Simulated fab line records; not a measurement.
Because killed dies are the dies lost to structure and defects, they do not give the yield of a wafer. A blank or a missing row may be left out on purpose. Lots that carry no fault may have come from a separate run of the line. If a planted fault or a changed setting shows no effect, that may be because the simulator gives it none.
A lot that was struck, set against a sound lot | flow nand harc | 17 steps out of a route of 1159
Sound: wafers L378.1, L378.2, L378.4. Wafers L381.2, L381.3, L381.6 were the ones struck. Last of all comes the cause.
For every step that has rows: the tool of each side, followed by ch and its chambers, followed by its first start. Under that, the readings that differ: sound wafers | struck wafers | difference of the means | sigmas: that difference in standard deviations of wafers without a fault.
alike: readings with means less than 2 such deviations apart, plus words and numbers identical on both sides. not compared: withheld readings, readings lacking a value on some wafer, bounds such as >300 that could conceal the same value, and numbers that have no deviation in the record and whose values overlap.
A row with sigmas, a row that says differs or no value, or rows on one side alone: a step with any of these is where the two part. Numbers that have no deviation but don't overlap get no sigmas and don't part them. A reading that every wafer of one side lacks parts them only if that side has two wafers or more.

NHARC_P_GATE_CD_MEAS_46 targets a cd of 720 nm.
  sound on cd sem-02 ch 0, day 6 03:00; struck on cd sem-03 ch 0, day 7 03:29
  alike: cd nm
then, 1 step without rows for these wafers: NHARC_P_GATE_HARDBAKE_47 (time 80 s).
NHARC_P_GATE_DESCUM_48: chemistry O2, time 3 s.
  sound on rie diel-08 ch 1,2,3, day 6 03:10; struck on rie diel-03 ch 2,3, day 7 03:38
  reading            | sound     | struck            | difference | sigmas
  mfc ar sccm (sccm) | 0 0.007 0 | 0.016 0.018 0.018 | +0.015     | +2
  alike: drypump motor current A, oes product au, rf vpp V, showerhead plenum p Torr, throttle valve pct
  not compared: rf hours counter h
following that, these wafers have no rows for 1 step: NHARC_P_GATE_IMPLANT_49.
NHARC_P_GATE_STRIP_111: strips in N2/H2, time 250 s.
  sound on plasma asher-01 ch 0,1, day 6 03:32; struck on plasma asher-02 ch 0,1, day 7 04:05
  alike: drypump motor current A, heater power w
  not compared: rf hours counter h
NHARC_P_GATE_STRIP_75: strips in O2.
  sound on plasma asher-01 ch 0,1, day 6 03:49; struck on plasma asher-02 ch 0,1, day 7 04:21
  reading            | sound       | struck      | difference | sigmas
  heater power w (W) | 354 379 386 | 321 313 357 | -43        | -2
  alike: drypump motor current A
  not compared: rf hours counter h
then, 6 steps without rows for these wafers: NHARC_P_GATE_STRIP_50 (strips in SPM, time 900 s); NHARC_P_GATE_DEHYDRATE_51 (time 120 s); NHARC_P_GATE_HMDS_52 (time 30 s); NHARC_P_GATE_COAT_53; NHARC_P_GATE_SOFTBAKE_54 (time 95 s); NHARC_P_GATE_EBR_55.
NHARC_P_GATE_EXPOSE_56: exposes mask P PSD, target cd 720 nm.
  sound on krf scanner-02 ch 0, day 6 04:35; struck on krf scanner-02 ch 0, day 7 05:07
  reading | sound                   | struck                           | difference | sigmas
  mask    | P_PSD#0 P_PSD#0 P_PSD#0 | P_PSD_R1#0 P_PSD_R1#0 P_PSD_R1#0 | differs    |
then, 2 steps without rows for these wafers: NHARC_P_GATE_PEB_57 (peb time 85 s); NHARC_P_GATE_DEVELOP_58 (time 70 s).
NHARC_P_GATE_CD_MEAS_59 targets a cd of 720 nm.
  sound on cd sem-03 ch 0, day 6 04:45; struck on cd sem-01 ch 0, day 7 05:16
  reading    | sound             | struck            | difference | sigmas
  cd nm (nm) | 721.6 722.5 722.1 | 748.5 749.6 747.6 | +26.5      | +10
then, 1 step without rows for these wafers: NHARC_P_GATE_HARDBAKE_60 (time 80 s).

WHERE THEY PART
Earliest at NHARC_P_GATE_DESCUM_48; latest, in this record, at NHARC_P_GATE_CD_MEAS_59.

WHY: the cause the simulator had injected
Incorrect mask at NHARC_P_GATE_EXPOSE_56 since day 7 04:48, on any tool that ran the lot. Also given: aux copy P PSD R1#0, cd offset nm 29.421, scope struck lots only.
